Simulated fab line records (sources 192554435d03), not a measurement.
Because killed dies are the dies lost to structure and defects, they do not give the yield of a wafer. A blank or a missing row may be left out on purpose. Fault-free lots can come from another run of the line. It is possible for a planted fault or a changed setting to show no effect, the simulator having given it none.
fab line records	flow n5Finfet	part 2 of 2: steps 4 to 6 of 6
record: lots: 23	wafers: 69	lastDay: 17
route steps=1938 shown BEOL_M7@1329 BEOL_M8@1348
lots untouched by any fault: they come from a run of this same line in which no faults occurred
startH: the number of hours between the record's first day and the start of the first shown wafer of the lot	waitH: hours since the lot's step before	" unchanged from the row above	L1.1+2: a row that stands for several wafers	- no value, or no start given	* or withheld: withheld	< > ~ a bound
route shown NAME@n: NAME is a module with steps in the file, n the number in the route of the first one	usual: mean/standard deviation of fault-free wafers	same: alike in all rows	chamber/n: place in a boat	sites: per-site readings	_std_site: their standard deviation	_edge_site: inner sites' mean taken away from outer sites' mean	radiusMm: how far each site lies from the wafer's centre	mask NAME#n: copy n	behind: the last tool/chamber to shape the wafer	hold: the reason the lot was held/the length of the hold in hours/how it ended	device: the transistor (n, p or np) that didn't switch	end of line: tests of these same wafers at the route's end	where a step has no rows: the recipe by itself	killed: count of dies lost to structure and defects at first sort (not the wafer's yield)	map: dies across one wafer; x = killed, . = not, _ = none there
set.NAME: the setting the step ran with; set.NAME@STEP: the setting that earlier step ran with	model.NAME: the simulator's own value behind a step, which no gauge read
the route's steps for a sample of lots (tables are steps, rows are wafers)
services: a tool's chamber out of use, with start hour (startH, from the record's first day; less than 0 if before it), hours out, and reason
== steps ==
step: N5_BEOL_M8_ETCH_72
recipe: chemistry: N2/H2	target: underlayer	targetDepthA: 65	maskMaterial: CAR-EUV	timeS: 5.2	ionEnergyEv: 200	pressureMtorr: 30	sourceW: 840	biasW: 150	n2FlowSccm: 200	h2FlowSccm: 200	ends: cleared
usual: drypumpMotorCurrentA: 5.9/0.39	etchRfOnTimeS: 5.22/0.083	h2FlowSccm: 200.0/0.56	oesProductAu: 0.68/0.09	rfFwdPowerW: 819.5/2.6	rfVppV: 524.0/2.2	showerheadPlenumPTorr: 2.55/0.062	throttleValvePct: 17.93/0.24
lot.wafer	tool	chamber	startH	waitH	drypumpMotorCurrentA	etchRfOnTimeS	h2FlowSccm	oesProductAu	rfFwdPowerW	rfHoursCounterH	rfVppV	showerheadPlenumPTorr	throttleValvePct
L074.1	rieDiel-03	0	183.42	0.0	5.5	5.27	199.5	0.58	820.2	227	526.5	2.62	17.89
L074.3	"	3	"	"	6.1	5.24	200.2	0.60	815.9	237	524.2	2.50	17.98
L074.5	"	2	"	"	5.8	5.37	199.9	0.60	816.7	-	522.7	2.54	18.03
L077.1	rieDiel-03	1	207.12	0.0	6.0	5.19	199.9	0.82	819.2	2	524.1	2.50	17.85
L077.4	"	3	"	"	6.2	5.28	200.4	0.58	819.4	248	521.7	2.50	17.96
L077.6	"	0	"	"	5.5	5.23	200.3	0.59	816.8	-	524.8	2.62	17.89
L078.1	rieDiel-04	0	220.67	0.0	5.4	5.33	200.3	0.59	821.9	241	522.2	2.51	18.01
L078.2	"	2	"	"	5.2	5.15	200.9	0.61	818.1	205	521.9	2.52	18.16
L078.3	"	3	"	"	6.0	5.06	200.7	0.79	819.7	12	523.6	2.50	17.67
L075.3	rieDiel-01	3	221.02	0.0	6.1	5.23	199.9	0.71	818.6	70	524.4	2.57	17.94
L075.5	"	2	"	"	5.9	5.26	200.0	0.63	820.2	-	522.2	2.54	17.83
L075.6	"	1	"	"	6.7	5.17	199.1	0.61	818.5	-	522.7	2.52	18.24
L076.1	rieDiel-04	1	229.12	0.0	5.7	5.24	199.5	0.64	818.5	158	525.3	2.65	18.25
L076.4	"	0	"	"	5.4	5.37	199.9	0.58	814.3	245	521.8	2.51	18.02
L076.5	"	1	"	"	5.7	5.25	200.6	0.66	821.7	-	525.7	2.65	18.25
L080.1	rieDiel-03	2	235.47	0.0	5.8	5.33	198.8	0.58	820.1	205	522.6	2.53	18.08
L080.2	"	3	"	"	6.2	5.07	198.9	0.87	820.9	0	523.4	2.50	17.53
L080.6	"	3	"	"	6.1	5.11	199.5	0.86	818.3	-	521.9	2.50	17.53
L079.2	rieDiel-03	3	240.85	0.0	6.2	5.10	199.3	0.85	824.9	2	525.9	2.50	17.53
L079.3	"	1	"	"	6.0	5.18	200.6	0.79	819.2	13	522.9	2.50	17.88
L079.5	"	0	"	"	5.5	5.23	199.9	0.59	819.1	-	523.2	2.61	17.91
L081.2	rieDiel-04	3	260.42	0.0	6.1	5.14	200.5	0.76	817.4	30	520.6	2.49	17.70
L081.4	"	1	"	"	5.7	5.24	200.0	0.63	819.2	-	527.5	2.65	18.25
L081.5	"	3	"	"	6.0	5.16	200.1	0.76	820.1	-	521.8	2.49	17.72
L083.1	rieDiel-03	0	261.80	0.0	5.5	5.11	199.8	0.88	820.0	1	528.4	2.61	17.44
L083.3	"	2	"	"	5.8	5.35	200.4	0.58	820.1	214	522.5	2.52	18.09
L083.5	"	3	"	"	6.1	5.07	200.1	0.84	820.2	-	523.3	2.49	17.56
L082.3	rieDiel-03	3	269.29	0.0	6.2	5.04	199.1	0.83	815.4	13	522.3	2.49	17.54
L082.4	"	2	"	"	5.8	5.34	200.9	0.58	821.1	-	523.7	2.52	18.10
L082.5	"	0	"	"	5.5	5.13	200.4	0.85	820.3	-	524.1	2.61	17.48
L084.1	rieDiel-04	1	269.34	0.0	5.7	5.25	199.2	0.62	821.9	175	527.2	2.64	18.25
L084.3	"	2	"	"	5.2	5.23	199.3	0.60	821.2	225	521.5	2.51	18.18
L084.5	"	2	"	"	5.1	5.17	199.2	0.60	820.1	-	521.8	2.51	18.18
L085.2	rieDiel-04	1	272.56	0.0	5.7	5.25	200.9	0.63	813.7	175	526.3	2.64	18.25
L085.4	"	0	"	"	5.4	5.27	200.1	0.81	821.4	3	521.8	2.50	17.62
L085.5	"	2	"	"	5.2	5.20	200.0	0.59	817.5	-	522.2	2.51	18.19
L086.2	rieDiel-01	2	279.71	0.0	5.9	5.18	200.5	0.62	816.4	183	522.7	2.53	17.84
L086.4	"	0	"	"	6.5	5.15	199.8	0.71	819.3	68	528.9	2.68	17.95
L086.6	"	3	"	"	6.1	5.15	200.0	0.70	823.8	-	523.6	2.56	17.99
L088.3	rieDiel-04	2	286.90	0.0	5.2	5.25	199.3	0.60	821.9	231	527.3	2.50	18.18
L088.4	"	3	"	"	6.0	5.17	200.8	0.73	822.3	39	521.1	2.49	17.71
L088.5	"	3	"	"	6.0	5.23	200.3	0.74	820.9	-	521.4	2.49	17.73
L087.2	rieDiel-04	2	288.19	0.0	5.2	5.16	199.8	0.59	820.7	232	522.2	2.50	18.18
L087.3	"	3	"	"	6.1	5.12	199.5	0.75	822.4	39	524.4	2.49	17.72
L087.4	"	1	"	"	5.7	5.29	200.0	0.62	817.9	181	525.5	2.64	18.25
L089.1	rieDiel-01	2	288.36	0.0	5.9	5.30	201.1	0.61	821.7	186	523.1	2.53	17.86
L089.3	"	0	"	"	6.5	5.27	199.9	0.69	818.6	71	527.8	2.68	17.96
L089.4	"	1	"	"	6.6	5.20	199.6	0.59	820.3	232	523.5	2.51	18.29
L090.1	rieDiel-03	2	305.26	0.0	5.8	5.38	200.7	0.57	818.7	230	523.3	2.51	18.12
L090.2	"	3	"	"	6.2	5.02	200.6	0.80	820.8	27	521.6	2.49	17.59
L090.3	"	0	"	"	5.5	5.13	199.7	0.81	816.0	17	526.5	2.60	17.50
L091.1	rieDiel-01	0	317.55	0.0	6.5	5.26	199.8	0.70	818.5	81	527.5	2.68	17.97
L091.2	"	3	"	"	6.1	5.17	199.9	0.67	821.0	103	526.3	2.56	18.02
L091.5	"	0	"	"	6.5	5.23	200.9	0.68	820.2	-	525.2	2.68	17.98
L092.1	rieDiel-03	2	317.92	0.0	5.8	5.37	199.5	0.57	822.0	235	525.4	2.51	18.12
L092.4	"	3	"	"	6.2	5.07	200.9	0.79	818.6	31	521.5	2.48	17.58
L092.5	"	3	"	"	6.2	5.07	200.2	0.79	821.3	-	523.0	2.48	17.58
L093.1	rieDiel-01	1	321.25	0.0	6.6	5.25	200.0	0.59	821.5	243	522.8	2.50	18.27
L093.2	"	2	"	"	5.9	5.26	200.2	0.61	818.4	195	523.9	2.53	17.87
L093.5	"	1	"	"	6.6	5.17	200.0	0.60	822.4	-	523.8	2.50	18.27
L095.2	rieDiel-03	0	333.71	0.0	5.5	5.13	199.8	0.79	816.4	28	525.8	2.60	17.48
L095.4	"	1	"	"	6.0	5.14	199.8	0.76	815.7	-	521.9	2.49	17.93
L095.6	"	3	"	"	6.2	5.09	199.9	0.78	816.6	-	520.9	2.48	17.61
L096.1	rieDiel-01	2	337.21	0.0	5.9	5.36	200.4	0.59	815.1	202	525.5	2.53	17.86
L096.2	"	0	"	"	6.5	5.25	199.3	0.68	819.8	89	525.7	2.67	17.98
L096.6	"	3	"	"	6.1	5.32	199.5	0.66	820.3	-	524.0	2.55	18.02
L097.1	rieDiel-04	1	342.96	0.0	5.7	5.27	200.9	0.61	818.9	198	526.1	2.63	18.28
L097.2	"	0	"	"	5.4	5.32	199.1	0.76	818.5	26	520.5	2.49	17.60
L097.4	"	2	"	"	5.2	5.24	200.2	0.58	818.2	249	523.1	2.50	18.20
step: N5_BEOL_M8_OCD_MEAS_38
usual: trenchDepthNm: 92.8/1.3
lot.wafer	tool	chamber	startH	waitH	trenchDepthNm
L074.1	ocd-02	-	183.81	-	92.2
L074.3	"	-	"	"	91.8
L074.5	"	-	"	"	90.7
L077.1	ocd-02	-	207.51	-	94.1
L077.4	"	-	"	"	92.9
L077.6	"	-	"	"	91.5
L078.1	ocd-01	-	221.07	-	91.8
L078.2	"	-	"	"	92.3
L078.3	"	-	"	"	95.1
L075.3	ocd-01	-	221.42	-	93.9
L075.5	"	-	"	"	92.8
L075.6	"	-	"	"	92.9
L076.1	ocd-01	-	229.51	-	93.5
L076.4	"	-	"	"	92.2
L076.5	"	-	"	"	92.2
L080.1	ocd-01	-	235.87	-	90.8
L080.2	"	-	"	"	95.0
L080.6	"	-	"	"	93.1
L079.2	ocd-02	-	241.24	-	95.3
L079.3	"	-	"	"	94.0
L079.5	"	-	"	"	91.1
L081.2	ocd-01	-	260.81	-	93.4
L081.4	"	-	"	"	90.9
L081.5	"	-	"	"	93.4
L083.1	ocd-01	-	262.19	-	94.0
L083.3	"	-	"	"	92.0
L083.5	"	-	"	"	94.9
L082.3	ocd-02	-	269.69	-	95.7
L082.4	"	-	"	"	90.8
L082.5	"	-	"	"	94.5
L084.1	ocd-01	-	269.74	-	93.2
L084.3	"	-	"	"	92.4
L084.5	"	-	"	"	92.9
L085.2	ocd-02	-	272.96	-	92.7
L085.4	"	-	"	"	92.7
L085.5	"	-	"	"	91.4
L086.2	ocd-02	-	280.10	-	93.7
L086.4	"	-	"	"	95.0
L086.6	"	-	"	"	93.9
L088.3	ocd-02	-	287.29	-	93.1
L088.4	"	-	"	"	94.1
L088.5	"	-	"	"	93.5
L087.2	ocd-02	-	288.58	-	92.2
L087.3	"	-	"	"	93.5
L087.4	"	-	"	"	92.0
L089.1	ocd-01	-	288.75	-	91.3
L089.3	"	-	"	"	92.9
L089.4	"	-	"	"	92.7
L090.1	ocd-01	-	305.66	-	89.5
L090.2	"	-	"	"	94.9
L090.3	"	-	"	"	93.6
L091.1	ocd-02	-	317.95	-	94.0
L091.2	"	-	"	"	93.6
L091.5	"	-	"	"	93.3
L092.1	ocd-01	-	318.31	-	90.4
L092.4	"	-	"	"	96.1
L092.5	"	-	"	"	94.3
L093.1	ocd-01	-	321.65	-	92.1
L093.2	"	-	"	"	91.8
L093.5	"	-	"	"	92.6
L095.2	ocd-01	-	334.10	-	94.2
L095.4	"	-	"	"	94.1
L095.6	"	-	"	"	94.4
L096.1	ocd-02	-	337.62	-	91.5
L096.2	"	-	"	"	93.9
L096.6	"	-	"	"	92.8
L097.1	ocd-01	-	343.35	-	91.2
L097.2	"	-	"	"	91.6
L097.4	"	-	"	"	93.5
step: N5_BEOL_M8_DEGAS_44
recipe: ambient: vacuum	tempC: 250	timeS: 60
usual: heaterPowerW: 334/19
lot.wafer	tool	chamber	startH	waitH	heaterPowerW
L074.1	pvdSputter-02	-	184.37	0.3	334
L074.3	"	-	"	"	348
L074.5	"	-	"	"	348
L077.1	pvdSputter-02	-	208.04	0.3	316
L077.4	"	-	"	"	357
L077.6	"	-	"	"	352
L078.1	pvdSputter-01	-	221.62	0.3	267
L078.2	"	-	"	"	351
L078.3	"	-	"	"	320
L075.3	pvdSputter-02	-	222.20	0.4	337
L075.5	"	-	"	"	350
L075.6	"	-	"	"	346
L076.1	pvdSputter-02	-	230.09	0.3	317
L076.4	"	-	"	"	350
L076.5	"	-	"	"	326
L080.1	pvdSputter-02	-	236.66	0.6	318
L080.2	"	-	"	"	346
L080.6	"	-	"	"	342
L079.2	pvdSputter-01	-	241.87	0.3	265
L079.3	"	-	"	"	317
L079.5	"	-	"	"	340
L081.2	pvdSputter-02	-	261.79	0.3	346
L081.4	"	-	"	"	343
L081.5	"	-	"	"	320
L083.1	pvdSputter-02	-	264.77	2.3	343
L083.3	"	-	"	"	347
L083.5	"	-	"	"	337
L082.3	pvdSputter-01	-	270.32	0.3	328
L082.4	"	-	"	"	321
L082.5	"	-	"	"	320
L084.1	pvdSputter-03	-	270.40	0.4	326
L084.3	"	-	"	"	335
L084.5	"	-	"	"	335
L085.2	pvdSputter-03	-	273.58	0.3	286
L085.4	"	-	"	"	318
L085.5	"	-	"	"	289
L086.2	pvdSputter-02	-	280.62	0.2	343
L086.4	"	-	"	"	347
L086.6	"	-	"	"	342
L088.3	pvdSputter-01	-	288.56	0.9	357
L088.4	"	-	"	"	309
L088.5	"	-	"	"	266
L087.2	pvdSputter-02	-	289.41	0.4	342
L087.3	"	-	"	"	323
L087.4	"	-	"	"	344
L089.1	pvdSputter-02	-	289.71	0.6	337
L089.3	"	-	"	"	321
L089.4	"	-	"	"	339
L090.1	pvdSputter-02	-	306.18	0.3	348
L090.2	"	-	"	"	325
L090.3	"	-	"	"	348
L091.1	pvdSputter-02	-	318.61	0.4	341
L091.2	"	-	"	"	339
L091.5	"	-	"	"	343
L092.1	pvdSputter-02	-	319.03	0.5	344
L092.4	"	-	"	"	326
L092.5	"	-	"	"	321
L093.1	pvdSputter-03	-	322.48	0.5	323
L093.2	"	-	"	"	342
L093.5	"	-	"	"	318
L095.2	pvdSputter-02	-	334.80	0.4	324
L095.4	"	-	"	"	350
L095.6	"	-	"	"	323
L096.1	pvdSputter-03	-	338.90	0.3	340
L096.2	"	-	"	"	321
L096.6	"	-	"	"	353
L097.1	pvdSputter-02	-	343.87	0.3	327
L097.2	"	-	"	"	343
L097.4	"	-	"	"	343
== services ==
tool	chamber	startH	hours	kind
pecvd-03	2	166.60	19.3	repair
rieDiel-04	3	168.49	-	clean
rieDiel-04	3	168.49	-	consumableReplace:focusRing
rieDiel-04	3	168.49	13.4	scheduledDown
rieDiel-04	3	168.49	13.4	ventCycle
pecvd-04	-	172.05	0.9	repair
rieDiel-01	1	228.63	16.2	repair
rieDiel-03	-	239.55	1.0	repair
pecvd-02	1	242.54	2.1	repair
rieDiel-04	0	244.31	-	clean
rieDiel-04	0	244.31	-	consumableReplace:focusRing
rieDiel-04	0	244.31	18.2	scheduledDown
rieDiel-04	0	244.31	18.2	ventCycle
rieDiel-03	1	261.09	19.7	repair
pecvd-03	-	263.84	1.6	repair
pecvd-02	-	266.62	1.8	repair
pecvd-03	-	307.52	3.1	repair
pecvd-02	2	325.63	3.6	repair
rieDiel-03	2	333.64	14.0	repair
pecvd-04	-	335.62	0.3	repair
rieDiel-01	1	336.70	-	clean
rieDiel-01	1	336.70	-	consumableReplace:focusRing
rieDiel-01	1	336.70	22.8	scheduledDown
pvdSputter-03	-	340.21	4.5	repair
